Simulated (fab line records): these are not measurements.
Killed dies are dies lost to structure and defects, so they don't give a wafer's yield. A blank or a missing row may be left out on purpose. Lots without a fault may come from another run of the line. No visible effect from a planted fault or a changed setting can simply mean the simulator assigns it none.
fab line records	flow nand-harc
[record] lots = 24	wafers = 72	last-day = 25
route steps=1159 shown P_ZERO_WELL@17 P_GATE@144 P_M2@345
lots that met no fault: from a run of the same line without faults
start-h: start of the lot's first displayed wafer, in hours after the record's first day	wait-h: hours elapsed since this lot's preceding step	" unchanged from the row above	L1.1+2: a row that stands for several wafers	- value missing, or start not given	* or withheld: withheld	< > ~ a bound
route shown NAME@n: names a module that has steps shown in the file, with the first one's number in the route	usual: mean/standard deviation of fault-free wafers	same: alike in all rows	chamber/n: place in a boat	sites: readings site by site	_std_site: their standard deviation	_edge_site: outer sites' mean less inner sites'	radius-mm: for every site, how far away it sits from the centre of the wafer	mask NAME#n: copy n	behind: the last tool/chamber to shape the wafer	hold: reason for holding the lot/hours on hold/outcome of the hold	device: which transistor (n, p or np) failed to switch	end of line: the same wafers' tests at the end of the route	a step given without rows: its recipe and nothing more	killed: count of dies lost to structure and defects at first sort (not the wafer's yield)	map: per-die view of a wafer (x killed, . not killed, _ where there is no die)
set.NAME: the setting that was run; set.NAME@STEP: the one run at that earlier step	model.NAME: the simulator's own value behind a step, which no gauge read
steps of the route over a sample of lots; a table a step, a row a wafer
services: from which hour (start-h, from the record's first day; less than 0 if before it) a tool's chamber was out of use, for how many hours, and why
[[steps]]
[step NHARC_P_ZERO_WELL_ETCH_65]
[recipe] target-depth-a = 800	overetch-a = 240	time-s = 87.88	ion-energy-ev = 200	n2-flow-sccm = 150	h2-flow-sccm = 150	ar-flow-sccm = 0	rf-w = 400	bias-w = 150	chemistry = N2/H2
[usual] drypump-motor-current-A = 5.8/0.48	oes-product-au = 1.002/0.0086	rf-vpp-V = 431/3.3	showerhead-plenum-p-Torr = 2.06/0.12	throttle-valve-pct = 14.171/0.0087
lot.wafer	tool	chamber	start-h	wait-h	drypump-motor-current-A	oes-product-au	rf-hours-counter-h	rf-vpp-V	showerhead-plenum-p-Torr	throttle-valve-pct
L074.2	rie-diel-12	3	13.48	0.1	5.0	0.982	8.8	428	1.95	14.166
L074.1	"	1	"	"	6.3	0.983	11.3	435	2.19	14.166
L074.6	"	3	"	"	5.0	0.985	-	429	1.95	14.185
L075.5	rie-diel-12	0	19.62	0.1	6.5	0.991	-	436	2.21	14.183
L075.4	"	1	"	"	6.3	0.999	-	435	2.19	14.181
L075.6	"	2	"	"	5.8	0.998	-	436	2.21	14.165
L076.2	rie-diel-08	0	25.38	0.1	6.3	1.012	3.9	429	2.03	14.178
L076.1	"	2	"	"	5.3	1.007	3.9	428	1.97	14.163
L076.5	"	1	"	"	5.9	1.009	-	426	1.91	14.161
L077.1	rie-diel-01	0	31.50	0.1	6.0	0.995	5.0	426	1.91	14.182
L077.5	"	3	"	"	5.8	1.005	-	429	2.00	14.175
L077.6	"	0	"	"	6.0	1.006	-	426	1.91	14.184
L078.2	rie-diel-08	3	37.50	0.1	5.6	0.997	4.8	431	2.05	14.180
L078.4	"	0	"	"	6.3	1.000	5.6	430	2.02	14.155
L078.3	"	2	"	"	5.4	0.998	5.4	430	1.97	14.176
L079.4	rie-diel-08	2	43.37	0.1	5.4	1.007	5.9	429	1.97	14.166
L079.1	"	3	"	"	5.6	0.998	5.3	432	2.05	14.172
L079.3	"	0	"	"	6.3	1.002	6.0	429	2.02	14.157
L080.3	rie-diel-12	3	49.51	0.1	5.0	0.986	0.5	429	1.95	14.173
L080.6	"	3	"	"	5.0	0.991	-	428	1.95	14.160
L080.5	"	1	"	"	6.3	1.005	-	434	2.19	14.175
L081.2	rie-diel-08	2	55.50	0.1	5.4	0.997	6.2	428	1.97	14.179
L081.4	"	1	"	"	6.0	0.991	6.6	427	1.91	14.174
L081.5	"	3	"	"	5.7	1.005	-	429	2.05	14.171
L082.1	rie-diel-12	1	61.37	0.1	6.2	1.009	1.0	434	2.19	14.177
L082.2	"	2	"	"	5.8	1.008	0.9	434	2.21	14.174
L082.3	"	3	"	"	5.0	0.997	0.9	428	1.95	14.175
L083.1	rie-diel-12	1	67.49	0.1	6.3	0.998	1.7	435	2.19	14.169
L083.4	"	0	"	"	6.5	0.999	1.1	435	2.21	14.171
L083.6	"	2	"	"	5.8	0.996	-	436	2.21	14.152
L084.4	rie-diel-01	0	73.48	0.1	6.0	1.008	8.0	428	1.91	14.173
L084.2	"	2	"	"	6.0	1.011	7.6	429	1.95	14.167
L084.6	"	0	"	"	6.0	1.003	-	428	1.91	14.176
L085.1	rie-diel-01	2	79.45	0.1	6.0	1.013	7.9	428	1.95	14.170
L085.2	"	3	"	"	5.8	1.005	7.3	430	1.99	14.182
L085.4	"	1	"	"	4.8	1.008	7.6	436	2.18	14.170
L086.4	rie-diel-08	3	85.35	0.1	5.7	0.999	7.5	431	2.05	14.161
L086.1	"	0	"	"	6.3	1.013	8.4	430	2.02	14.178
L086.5	"	0	"	"	6.3	1.017	-	430	2.02	14.175
L087.2	rie-diel-08	3	91.49	0.1	5.6	1.001	7.6	432	2.05	14.175
L087.1	"	0	"	"	6.3	1.006	8.5	430	2.02	14.182
L087.4	"	2	"	"	5.4	1.001	9.0	428	1.97	14.188
L088.4	rie-diel-01	1	97.50	0.1	4.8	1.021	9.3	436	2.18	14.171
L088.5	"	2	"	"	6.1	1.020	-	427	1.95	14.164
L088.6	"	3	"	"	5.8	1.007	-	428	1.99	14.169
L089.2	rie-diel-12	1	103.36	0.1	6.3	1.013	5.0	435	2.19	14.175
L089.1	"	2	"	"	5.8	1.000	4.6	436	2.21	14.190
L089.5	"	2	"	"	5.8	1.003	-	434	2.21	14.181
L090.2	rie-diel-08	3	109.54	0.1	5.6	1.008	8.9	432	2.05	14.168
L090.1	"	0	"	"	6.3	1.006	9.4	429	2.02	14.181
L090.4	"	1	"	"	6.0	0.993	10.4	427	1.91	14.173
L091.3	rie-diel-01	1	115.39	0.1	4.8	1.011	11.0	434	2.17	14.177
L091.2	"	2	"	"	6.0	1.015	11.6	429	1.95	14.172
L091.6	"	3	"	"	5.8	1.009	-	429	1.99	14.167
L092.1	rie-diel-08	3	121.51	0.1	5.7	1.011	9.6	430	2.05	14.164
L092.3	"	0	"	"	6.3	1.018	10.0	430	2.02	14.185
L092.4	"	1	"	"	6.0	1.006	11.3	428	1.90	14.170
L093.3	rie-diel-12	3	127.48	0.1	5.0	0.988	6.3	427	1.94	14.169
L093.5	"	3	"	"	5.0	0.999	-	427	1.94	14.157
L093.6	"	0	"	"	6.5	0.991	-	434	2.21	14.184
L094.2	rie-diel-12	3	133.52	0.1	5.0	0.995	6.3	428	1.94	14.167
L094.1	"	0	"	"	6.5	1.002	7.0	435	2.21	14.174
L094.6	"	1	"	"	6.2	1.009	-	435	2.19	14.175
L095.3	rie-diel-12	0	139.50	0.1	6.5	1.011	7.1	436	2.21	14.172
L095.6	"	3	"	"	5.0	0.989	-	428	1.94	14.162
L095.5	"	0	"	"	6.5	0.998	-	435	2.20	14.163
L096.1	rie-diel-12	1	145.48	0.1	6.3	0.997	8.3	433	2.19	14.172
L096.4	"	3	"	"	5.0	0.990	6.7	429	1.94	14.163
L096.2	"	0	"	"	6.5	0.998	7.3	436	2.21	14.177
L097.2	rie-diel-12	3	151.49	0.1	5.0	1.000	7.5	428	1.94	14.162
L097.4	"	0	"	"	6.5	0.999	8.0	435	2.21	14.173
L097.1	"	1	"	"	6.3	1.004	8.8	435	2.19	14.182
[step NHARC_P_GATE_DESCUM_31]
[recipe] time-s = 3	o2-flow-sccm = 200	ar-flow-sccm = 0	bias-power-w = 0	chemistry = O2
[usual] drypump-motor-current-A = 5.8/0.34	oes-product-au = 0.997/0.008	rf-vpp-V = 57.6/0.85	showerhead-plenum-p-Torr = 1.87/0.074	throttle-valve-pct = 11.311/0.009
lot.wafer	tool	chamber	start-h	wait-h	drypump-motor-current-A	oes-product-au	rf-hours-counter-h	rf-vpp-V	showerhead-plenum-p-Torr	throttle-valve-pct
L074.1	rie-diel-03	3	90.48	0.1	5.7	1.001	17	56.2	1.85	11.305
L074.2	"	1	"	"	5.6	0.999	13	58.2	1.95	11.326
L074.6	"	2	"	"	5.9	0.993	-	57.5	2.01	11.310
L075.4	rie-diel-02	2	97.63	0.1	5.7	0.997	39	57.6	1.88	11.298
L075.6	"	2	"	"	5.7	0.991	-	58.1	1.88	11.313
L075.5	"	3	"	"	6.5	0.996	-	56.2	1.78	11.298
L076.2	rie-diel-03	1	98.33	0.1	5.6	1.001	16	58.8	1.95	11.311
L076.1	"	3	"	"	5.7	1.004	20	56.3	1.85	11.315
L076.5	"	1	"	"	5.6	1.002	-	57.8	1.95	11.310
L077.1	rie-diel-02	2	118.98	0.1	5.7	0.991	45	57.5	1.88	11.312
L077.5	"	0	"	"	6.3	0.986	-	58.6	1.88	11.318
L077.6	"	1	"	"	5.0	0.992	-	56.0	1.78	11.312
L078.4	rie-diel-03	3	119.61	0.1	5.7	1.004	25	56.1	1.85	11.307
L078.2	"	0	"	"	5.9	0.992	23	57.0	1.93	11.290
L078.3	"	1	"	"	5.6	1.003	19	58.8	1.95	11.314
L079.4	rie-diel-02	0	125.17	0.1	6.3	0.991	52	57.7	1.87	11.304
L079.1	"	1	"	"	5.1	0.991	53	58.2	1.78	11.308
L079.3	"	3	"	"	6.5	1.002	47	56.8	1.78	11.313
L080.3	rie-diel-09	3	125.85	0.1	6.1	1.002	7	58.9	1.96	11.312
L080.5	"	2	"	"	6.0	1.002	-	57.6	1.78	11.293
L080.6	"	3	"	"	6.1	1.009	-	59.6	1.96	11.322
L081.2	rie-diel-09	3	132.43	0.1	6.1	0.997	8	57.7	1.96	11.316
L081.4	"	1	"	"	5.5	1.002	8	59.0	1.82	11.317
L081.5	"	3	"	"	6.1	0.997	-	57.6	1.96	11.302
L082.1	rie-diel-09	3	137.75	0.1	6.1	1.011	8	58.9	1.96	11.298
L082.3	"	0	"	"	5.8	0.991	9	57.1	1.83	11.304
L082.2	"	2	"	"	6.0	1.002	8	57.1	1.78	11.309
L084.2	rie-diel-03	1	144.17	0.1	5.6	0.982	29	57.8	1.94	11.299
L084.4	"	2	"	"	5.9	0.980	30	59.4	2.01	11.314
L084.6	"	0	"	"	5.9	0.989	-	57.9	1.93	11.297
L083.1	rie-diel-02	0	144.68	0.1	6.3	0.986	60	58.0	1.87	11.291
L083.4	"	1	"	"	5.1	0.995	60	57.3	1.78	11.318
L083.6	"	0	"	"	6.3	0.986	-	57.4	1.87	11.317
L086.1	rie-diel-03	0	171.83	0.1	5.9	0.995	46	57.5	1.92	11.325
L086.4	"	2	"	"	5.9	0.996	43	57.0	2.00	11.297
L086.5	"	0	"	"	5.8	1.000	-	59.1	1.92	11.304
L088.4	rie-diel-02	3	172.74	0.1	6.5	1.006	5	58.3	1.78	11.319
L088.5	"	2	"	"	5.6	1.014	-	58.3	1.87	11.313
L088.6	"	3	"	"	6.4	1.004	-	57.2	1.78	11.314
L085.2	rie-diel-09	0	173.25	0.1	5.7	1.000	16	56.6	1.82	11.315
L085.1	"	1	"	"	5.5	1.008	16	57.9	1.82	11.316
L085.4	"	3	"	"	6.1	1.001	15	56.4	1.95	11.304
L087.4	rie-diel-03	3	173.61	0.1	5.7	1.013	49	57.8	1.84	11.308
L087.2	"	0	"	"	5.9	0.999	46	58.1	1.92	11.318
L087.1	"	1	"	"	5.7	0.985	40	59.8	1.94	11.311
L089.2	rie-diel-03	3	182.44	0.1	5.7	0.995	53	58.3	1.84	11.309
L089.1	"	0	"	"	5.9	1.001	50	57.3	1.92	11.310
L089.5	"	3	"	"	5.7	0.995	-	57.0	1.84	11.301
L091.2	rie-diel-03	0	186.70	0.1	5.9	0.994	51	58.0	1.92	11.311
L091.3	"	2	"	"	5.9	0.991	48	57.3	2.00	11.312
L091.6	"	0	"	"	5.9	0.992	-	57.5	1.92	11.313
L090.4	rie-diel-02	0	186.88	0.1	6.3	0.988	9	57.6	1.87	11.310
L090.2	"	1	"	"	5.1	1.005	8	57.8	1.78	11.311
L090.1	"	2	"	"	5.7	1.003	10	57.2	1.87	11.310
L092.3	rie-diel-09	1	197.41	0.1	5.5	1.007	21	57.1	1.81	11.316
L092.4	"	2	"	"	6.0	0.989	19	58.3	1.78	11.303
L092.1	"	3	"	"	6.1	0.987	20	56.6	1.95	11.304
L093.3	rie-diel-09	2	205.03	0.1	6.0	0.995	21	57.0	1.78	11.319
L093.5	"	1	"	"	5.5	1.000	-	57.5	1.81	11.305
L093.6	"	2	"	"	6.0	1.007	-	58.4	1.77	11.325
L095.3	rie-diel-09	2	209.65	0.1	6.0	0.986	22	56.3	1.77	11.331
L095.6	"	3	"	"	6.1	0.994	-	57.6	1.95	11.320
L095.5	"	0	"	"	5.8	0.995	-	55.5	1.82	11.299
L094.2	rie-diel-02	0	209.79	0.1	6.3	0.990	16	57.8	1.87	11.326
L094.1	"	1	"	"	5.1	1.005	17	58.4	1.78	11.318
L094.6	"	1	"	"	5.1	1.016	-	56.8	1.78	11.326
L096.4	rie-diel-09	2	223.47	0.1	6.0	0.994	25	56.8	1.77	11.310
L096.1	"	3	"	"	6.1	0.993	24	58.1	1.95	11.324
L096.2	"	1	"	"	5.5	1.003	26	56.8	1.81	11.319
L097.4	rie-diel-03	0	232.93	0.1	5.9	1.012	2	57.4	1.92	11.315
L097.1	"	1	"	"	5.6	0.992	3	57.2	1.93	11.318
L097.2	"	2	"	"	5.9	1.000	3	58.6	2.00	11.305
[step NHARC_P_GATE_HM_OPEN_105]
[recipe] target-depth-a = 3600	o2-flow-sccm = 400	cos-flow-sccm = 20	ar-flow-sccm = 0	rf-w = 500	bias-w = 300	chemistry = O2/COS
[usual] drypump-motor-current-A = 5.8/0.34	oes-product-au = 0.998/0.0084	rf-vpp-V = 465.7/2.6	showerhead-plenum-p-Torr = 3.05/0.11	throttle-valve-pct = 28.331/0.009
lot.wafer	tool	chamber	start-h	wait-h	drypump-motor-current-A	oes-product-au	rf-hours-counter-h	rf-vpp-V	showerhead-plenum-p-Torr	throttle-valve-pct
L074.2	rie-diel-03	2	-	-	5.9	0.990	16	470.9	3.27	28.328
L074.1	"	1	"	"	5.7	1.002	13	468.8	3.18	28.332
L074.6	"	2	"	"	5.9	1.000	-	470.7	3.27	28.327
L075.4	rie-diel-02	0	-	-	6.3	0.997	44	466.3	3.07	28.321
L075.6	"	1	"	"	5.1	0.995	-	462.6	2.93	28.337
L075.5	"	2	"	"	5.7	1.001	-	465.4	3.07	28.321
L076.1	rie-diel-03	0	-	-	5.9	0.994	19	468.5	3.15	28.332
L076.2	"	1	"	"	5.7	0.995	16	467.0	3.17	28.338
L076.5	"	0	"	"	5.9	0.994	-	466.5	3.15	28.311
L077.1	rie-diel-02	0	-	-	6.3	0.994	50	464.3	3.06	28.321
L077.6	"	2	"	"	5.7	1.003	-	466.3	3.07	28.337
L077.5	"	3	"	"	6.4	0.992	-	463.5	2.92	28.325
L078.4	rie-diel-03	3	-	-	5.7	1.011	25	464.6	3.03	28.329
L078.3	"	0	"	"	5.9	0.986	23	468.6	3.15	28.328
L078.2	"	2	"	"	5.9	1.004	24	471.1	3.27	28.325
L079.3	rie-diel-02	3	-	-	6.5	1.008	47	463.4	2.92	28.328
L079.4	"	1	"	"	5.1	0.993	53	464.4	2.92	28.333
L079.1	"	2	"	"	5.7	1.009	47	466.9	3.07	28.339
L080.3	rie-diel-09	2	-	-	6.0	0.994	6	464.0	2.92	28.318
L080.5	"	0	"	"	5.8	0.987	-	463.2	2.99	28.349
L080.6	"	1	"	"	5.5	1.000	-	463.5	2.98	28.326
L081.2	rie-diel-09	0	-	-	5.8	0.988	9	463.3	2.99	28.343
L081.4	"	1	"	"	5.5	1.004	8	464.2	2.98	28.343
L081.5	"	1	"	"	5.5	0.996	-	464.3	2.97	28.331
L082.3	rie-diel-09	0	-	-	5.8	0.981	9	465.6	2.99	28.311
L082.2	"	2	"	"	6.0	1.001	8	464.1	2.91	28.328
L082.1	"	3	"	"	6.1	0.994	8	468.8	3.19	28.346
L084.2	rie-diel-03	1	-	-	5.7	0.992	29	468.0	3.17	28.335
L084.4	"	3	"	"	5.7	0.992	34	465.6	3.02	28.341
L084.6	"	1	"	"	5.6	0.990	-	470.1	3.17	28.325
L083.4	rie-diel-02	0	-	-	6.3	0.994	60	465.9	3.06	28.341
L083.1	"	1	"	"	5.1	0.988	60	463.7	2.92	28.328
L083.6	"	1	"	"	5.1	0.994	-	462.4	2.92	28.339
L086.4	rie-diel-03	3	-	-	5.7	1.005	49	465.9	3.01	28.331
L086.1	"	0	"	"	5.9	1.005	46	468.0	3.14	28.340
L086.5	"	0	"	"	5.9	0.991	-	467.6	3.14	28.333
L088.4	rie-diel-02	1	-	-	5.1	1.001	4	461.6	2.92	28.330
L088.5	"	0	"	"	6.3	0.983	-	465.6	3.06	28.318
L088.6	"	1	"	"	5.1	1.012	-	463.9	2.92	28.335
L085.1	rie-diel-09	0	-	-	5.8	0.989	16	463.7	2.99	28.340
L085.4	"	1	"	"	5.5	0.991	16	463.5	2.97	28.327
L085.2	"	2	"	"	6.0	0.985	15	464.5	2.91	28.322
L087.4	rie-diel-03	3	-	-	5.7	1.006	49	465.1	3.01	28.328
L087.2	"	0	"	"	5.9	1.002	46	467.3	3.14	28.340
L087.1	"	2	"	"	5.9	0.987	43	471.2	3.26	28.326
L089.1	rie-diel-03	0	-	-	5.9	1.005	50	465.7	3.13	28.346
L089.2	"	1	"	"	5.6	0.991	44	467.9	3.16	28.337
L089.5	"	2	"	"	5.9	1.002	-	469.5	3.26	28.347
L090.4	rie-diel-02	1	-	-	5.1	1.018	8	462.5	2.91	28.320
L090.2	"	2	"	"	5.6	1.015	10	467.9	3.06	28.318
L090.1	"	3	"	"	6.4	1.008	10	461.1	2.91	28.328
L091.2	rie-diel-03	1	-	-	5.6	0.981	44	469.0	3.16	28.340
L091.3	"	2	"	"	5.9	0.982	48	470.2	3.26	28.334
L091.6	"	2	"	"	5.9	0.987	-	471.1	3.26	28.333
L092.3	rie-diel-09	0	-	-	5.8	0.994	21	463.6	2.98	28.331
L092.1	"	1	"	"	5.5	1.012	21	463.5	2.97	28.313
L092.4	"	2	"	"	6.0	0.989	19	463.3	2.91	28.324
L093.3	rie-diel-09	0	-	-	5.8	1.000	22	464.1	2.98	28.332
L093.6	"	0	"	"	5.8	0.992	-	463.8	2.98	28.340
L093.5	"	1	"	"	5.5	0.993	-	465.0	2.97	28.346
L094.2	rie-diel-02	2	-	-	5.7	1.012	19	466.8	3.05	28.351
L094.1	"	3	"	"	6.4	1.007	19	463.0	2.90	28.346
L094.6	"	2	"	"	5.6	1.009	-	466.9	3.05	28.323
L095.3	rie-diel-09	0	-	-	5.8	0.995	23	463.8	2.98	28.314
L095.5	"	1	"	"	5.5	1.003	-	463.7	2.97	28.333
L095.6	"	2	"	"	6.0	1.004	-	463.1	2.91	28.333
L096.2	rie-diel-09	1	-	-	5.5	1.016	26	463.3	2.97	28.321
L096.1	"	3	"	"	6.1	1.003	24	469.1	3.18	28.328
L096.4	"	0	"	"	5.8	0.996	25	463.6	2.98	28.328
L097.2	rie-diel-03	1	-	-	5.6	1.001	3	467.3	3.15	28.325
L097.4	"	3	"	"	5.7	0.994	3	465.2	3.01	28.314
L097.1	"	0	"	"	5.9	1.006	3	466.6	3.13	28.345
[step NHARC_P_GATE_RTA_64]
[recipe] temp-c = 1050	time-s = 1
[usual] lamp-power-pct = 38.9/0.96	wafer_temp_C_max = 1054.7/0.96
lot.wafer	tool	chamber	start-h	wait-h	lamp-power-pct	wafer_temp_C_max
L074.1	rtp-anneal-01	0	107.99	-	37.8	1054.7
L074.2	"	0	"	"	37.9	1054.5
L074.6	"	0	"	"	37.9	1054.4
L076.1	rtp-anneal-02	0	115.56	-	39.8	1056.5
L076.2	"	0	"	"	39.8	1056.6
L076.5	"	0	"	"	39.8	1055.6
L075.4	rtp-anneal-02	0	115.84	-	39.8	1054.4
L075.5	"	0	"	"	39.9	1055.6
L075.6	"	0	"	"	39.8	1054.4
L077.1	rtp-anneal-01	0	136.10	-	37.9	1054.3
L077.5	"	0	"	"	37.8	1053.7
L077.6	"	0	"	"	37.9	1053.9
L078.2	rtp-anneal-02	0	137.01	-	39.8	1053.8
L078.3	"	0	"	"	39.8	1054.7
L078.4	"	0	"	"	39.8	1055.4
L079.1	rtp-anneal-01	0	142.40	-	37.8	1053.8
L079.3	"	0	"	"	37.9	1053.4
L079.4	"	0	"	"	37.9	1053.4
L080.3	rtp-anneal-01	0	143.43	-	37.9	1053.2
L080.5	"	0	"	"	37.9	1052.7
L080.6	"	0	"	"	37.9	1054.5
L081.2	rtp-anneal-02	0	149.82	-	39.8	1054.4
L081.4	"	0	"	"	39.8	1055.8
L081.5	"	0	"	"	39.9	1055.3
L082.1	rtp-anneal-02	0	154.86	-	39.8	1056.0
L082.2	"	0	"	"	39.8	1056.8
L082.3	"	0	"	"	39.8	1055.2
L084.2	rtp-anneal-02	0	161.55	-	39.8	1056.1
L084.4	"	0	"	"	39.8	1055.8
L084.6	"	0	"	"	39.8	1054.9
L083.1	rtp-anneal-01	0	161.95	-	37.9	1055.2
L083.4	"	0	"	"	37.9	1053.7
L083.6	"	0	"	"	37.9	1054.7
L088.4	rtp-anneal-02	0	189.82	-	39.8	1054.2
L088.5	"	0	"	"	39.8	1054.4
L088.6	"	0	"	"	39.7	1054.6
L085.1	rtp-anneal-01	0	190.86	-	37.9	1054.4
L085.2	"	0	"	"	37.9	1053.3
L085.4	"	0	"	"	37.9	1054.6
L086.1	rtp-anneal-02	0	192.23	-	39.8	1055.5
L086.4	"	0	"	"	39.8	1055.6
L086.5	"	0	"	"	39.9	1054.5
L087.1	rtp-anneal-02	0	196.22	-	39.8	1054.7
L087.2	"	0	"	"	39.8	1053.6
L087.4	"	0	"	"	39.9	1055.4
L089.1	rtp-anneal-01	0	199.52	-	37.9	1055.1
L089.2	"	0	"	"	37.9	1054.9
L089.5	"	0	"	"	37.9	1053.7
L090.1	rtp-anneal-01	0	203.91	-	37.9	1055.2
L090.2	"	0	"	"	37.8	1054.7
L090.4	"	0	"	"	37.8	1054.3
L091.2	rtp-anneal-01	0	204.12	-	37.9	1053.8
L091.3	"	0	"	"	37.9	1053.2
L091.6	"	0	"	"	37.9	1053.3
L092.1	rtp-anneal-02	0	215.03	-	39.8	1054.8
L092.3	"	0	"	"	39.7	1054.9
L092.4	"	0	"	"	39.8	1055.1
L093.3	rtp-anneal-02	0	222.74	-	39.8	1055.1
L093.5	"	0	"	"	39.8	1056.6
L093.6	"	0	"	"	39.8	1054.7
L095.3	rtp-anneal-02	0	226.85	-	39.8	1055.7
L095.5	"	0	"	"	39.8	1055.1
L095.6	"	0	"	"	39.9	1055.4
L094.1	rtp-anneal-02	0	226.96	-	39.9	1053.1
L094.2	"	0	"	"	39.8	1053.6
L094.6	"	0	"	"	39.8	1054.6
L096.1	rtp-anneal-01	0	241.21	-	37.9	1054.5
L096.2	"	0	"	"	38.0	1054.4
L096.4	"	0	"	"	37.9	1053.6
L097.1	rtp-anneal-01	0	250.45	-	37.9	1053.6
L097.2	"	0	"	"	37.9	1054.6
L097.4	"	0	"	"	37.9	1055.2
[step NHARC_P_GATE_DEGAS_109]
[recipe] temp-c = 300	time-s = 60
[usual] heater-power-w = 470/48
lot.wafer	tool	chamber	start-h	wait-h	heater-power-w
L074.1	pvd-sputter-01	-	108.31	0.1	537
L074.2	"	-	"	"	464
L074.6	"	-	"	"	500
L076.1	pvd-sputter-01	-	115.86	0.1	505
L076.2	"	-	"	"	508
L076.5	"	-	"	"	499
L075.4	pvd-sputter-01	-	116.10	0.1	503
L075.6	"	-	"	"	463
L075.5	"	-	"	"	501
L077.1	pvd-sputter-01	-	136.41	0.1	517
L077.5	"	-	"	"	517
L077.6	"	-	"	"	459
L078.3	pvd-sputter-02	-	137.31	0.1	496
L078.2	"	-	"	"	412
L078.4	"	-	"	"	373
L079.4	pvd-sputter-02	-	142.73	0.1	411
L079.1	"	-	"	"	428
L079.3	"	-	"	"	497
L080.3	pvd-sputter-01	-	143.68	0.1	515
L080.5	"	-	"	"	526
L080.6	"	-	"	"	455
L081.2	pvd-sputter-01	-	150.14	0.1	462
L081.4	"	-	"	"	497
L081.5	"	-	"	"	527
L082.1	pvd-sputter-01	-	155.17	0.1	500
L082.3	"	-	"	"	493
L082.2	"	-	"	"	482
L084.2	pvd-sputter-03	-	161.83	0.1	382
L084.4	"	-	"	"	440
L084.6	"	-	"	"	450
L083.1	pvd-sputter-02	-	162.26	0.1	419
L083.4	"	-	"	"	374
L083.6	"	-	"	"	487
L088.4	pvd-sputter-03	-	190.04	0.1	416
L088.5	"	-	"	"	436
L088.6	"	-	"	"	462
L085.1	pvd-sputter-01	-	191.16	0.1	519
L085.2	"	-	"	"	487
L085.4	"	-	"	"	471
L086.4	pvd-sputter-02	-	192.54	0.1	389
L086.1	"	-	"	"	496
L086.5	"	-	"	"	414
L087.2	pvd-sputter-02	-	196.54	0.1	513
L087.1	"	-	"	"	405
L087.4	"	-	"	"	379
L089.1	pvd-sputter-01	-	199.82	0.1	500
L089.2	"	-	"	"	499
L089.5	"	-	"	"	521
L090.1	pvd-sputter-03	-	204.22	0.1	433
L090.4	"	-	"	"	463
L090.2	"	-	"	"	380
L091.2	pvd-sputter-01	-	204.39	0.1	468
L091.3	"	-	"	"	513
L091.6	"	-	"	"	464
L092.4	pvd-sputter-01	-	215.34	0.1	497
L092.1	"	-	"	"	536
L092.3	"	-	"	"	470
L093.3	pvd-sputter-01	-	223.00	0.1	510
L093.5	"	-	"	"	505
L093.6	"	-	"	"	485
L095.3	pvd-sputter-01	-	227.10	0.1	507
L095.6	"	-	"	"	499
L095.5	"	-	"	"	507
L094.1	pvd-sputter-02	-	227.27	0.1	368
L094.2	"	-	"	"	441
L094.6	"	-	"	"	361
L096.1	pvd-sputter-02	-	241.52	0.1	419
L096.4	"	-	"	"	497
L096.2	"	-	"	"	365
L097.2	pvd-sputter-02	-	250.79	0.1	508
L097.1	"	-	"	"	454
L097.4	"	-	"	"	434
[step NHARC_P_M2_THK_MEAS_24]
[recipe] thk-meas-gauge = xrf
[usual] thk-nm = 144.2/1.4
lot.wafer	tool	chamber	start-h	wait-h	thk-nm
L074.1	film-metro-02	-	129.09	-	144.2
L074.2	"	-	"	"	145.3
L074.6	"	-	"	"	144.7
L076.1	film-metro-01	-	134.08	-	142.9
L076.2	"	-	"	"	142.5
L076.5	"	-	"	"	140.9
L075.4	film-metro-02	-	134.95	-	143.7
L075.5	"	-	"	"	146.0
L075.6	"	-	"	"	144.0
L077.1	film-metro-02	-	155.59	-	143.5
L077.5	"	-	"	"	143.3
L077.6	"	-	"	"	145.7
L078.2	film-metro-02	-	156.52	-	141.7
L078.3	"	-	"	"	143.7
L078.4	"	-	"	"	142.1
L079.1	film-metro-01	-	160.88	-	146.0
L079.3	"	-	"	"	143.9
L079.4	"	-	"	"	146.0
L080.3	film-metro-02	-	161.54	-	143.1
L080.5	"	-	"	"	141.9
L080.6	"	-	"	"	144.1
L081.2	film-metro-02	-	170.15	-	141.8
L081.4	"	-	"	"	141.6
L081.5	"	-	"	"	142.4
L082.1	film-metro-02	-	175.05	-	142.8
L082.2	"	-	"	"	143.9
L082.3	"	-	"	"	145.0
L084.2	film-metro-02	-	180.57	-	144.0
L084.4	"	-	"	"	145.7
L084.6	"	-	"	"	144.0
L083.1	film-metro-02	-	180.88	-	145.0
L083.4	"	-	"	"	146.0
L083.6	"	-	"	"	144.5
L088.4	film-metro-01	-	207.82	-	143.4
L088.5	"	-	"	"	143.9
L088.6	"	-	"	"	143.8
L085.1	film-metro-02	-	209.17	-	147.2
L085.2	"	-	"	"	143.1
L085.4	"	-	"	"	146.2
L086.1	film-metro-01	-	218.52	-	143.9
L086.4	"	-	"	"	142.4
L086.5	"	-	"	"	143.2
L087.1	film-metro-01	-	223.91	-	144.8
L087.2	"	-	"	"	141.8
L087.4	"	-	"	"	143.6
L089.1	film-metro-01	-	226.11	-	143.6
L089.2	"	-	"	"	144.1
L089.5	"	-	"	"	142.1
L090.1	film-metro-02	-	226.73	-	142.9
L090.2	"	-	"	"	147.9
L090.4	"	-	"	"	145.6
L091.2	film-metro-01	-	227.44	-	144.4
L091.3	"	-	"	"	147.3
L091.6	"	-	"	"	144.4
L092.1	film-metro-01	-	237.31	-	145.4
L092.3	"	-	"	"	145.2
L092.4	"	-	"	"	143.9
L093.3	film-metro-02	-	242.36	-	143.4
L093.5	"	-	"	"	145.6
L093.6	"	-	"	"	143.3
L095.3	film-metro-02	-	245.40	-	146.0
L095.5	"	-	"	"	144.2
L095.6	"	-	"	"	144.0
L094.1	film-metro-01	-	246.44	-	144.9
L094.2	"	-	"	"	145.2
L094.6	"	-	"	"	144.6
L096.1	film-metro-01	-	260.04	-	144.4
L096.2	"	-	"	"	143.5
L096.4	"	-	"	"	143.6
L097.1	film-metro-02	-	273.51	-	143.5
L097.2	"	-	"	"	144.7
L097.4	"	-	"	"	145.9
[[services]]
tool	chamber	start-h	hours	kind
rie-diel-12	3	16.80	9.8	repair
rie-diel-02	2	19.31	2.7	repair
rie-diel-12	-	21.95	0.1	repair
rie-diel-12	-	25.40	9.0	pm
rie-diel-09	0	30.20	4.1	repair
rie-diel-03	-	38.35	9.0	pm
rie-diel-12	1	42.84	1.2	repair
rie-diel-12	0	48.98	15.5	repair
rie-diel-02	3	72.85	2.0	repair
rie-diel-09	-	77.40	9.0	pm
rie-diel-02	0	86.30	2.6	repair
rie-diel-09	-	97.80	0.8	repair
pvd-sputter-01	-	102.13	0.6	repair
rie-diel-02	1	111.34	3.7	repair
rie-diel-03	2	122.14	2.1	repair
rie-diel-12	-	131.49	1.0	repair
rie-diel-02	2	146.62	4.9	repair
rie-diel-02	-	150.76	9.0	pm
rie-diel-12	3	154.76	3.9	repair
pvd-sputter-01	-	158.00	10.0	pm
rie-diel-09	-	207.42	1.3	repair
rie-diel-03	-	215.40	9.0	pm
rie-diel-03	2	233.58	4.2	repair
rie-diel-09	0	247.57	4.4	repair
[[key]]
fault none
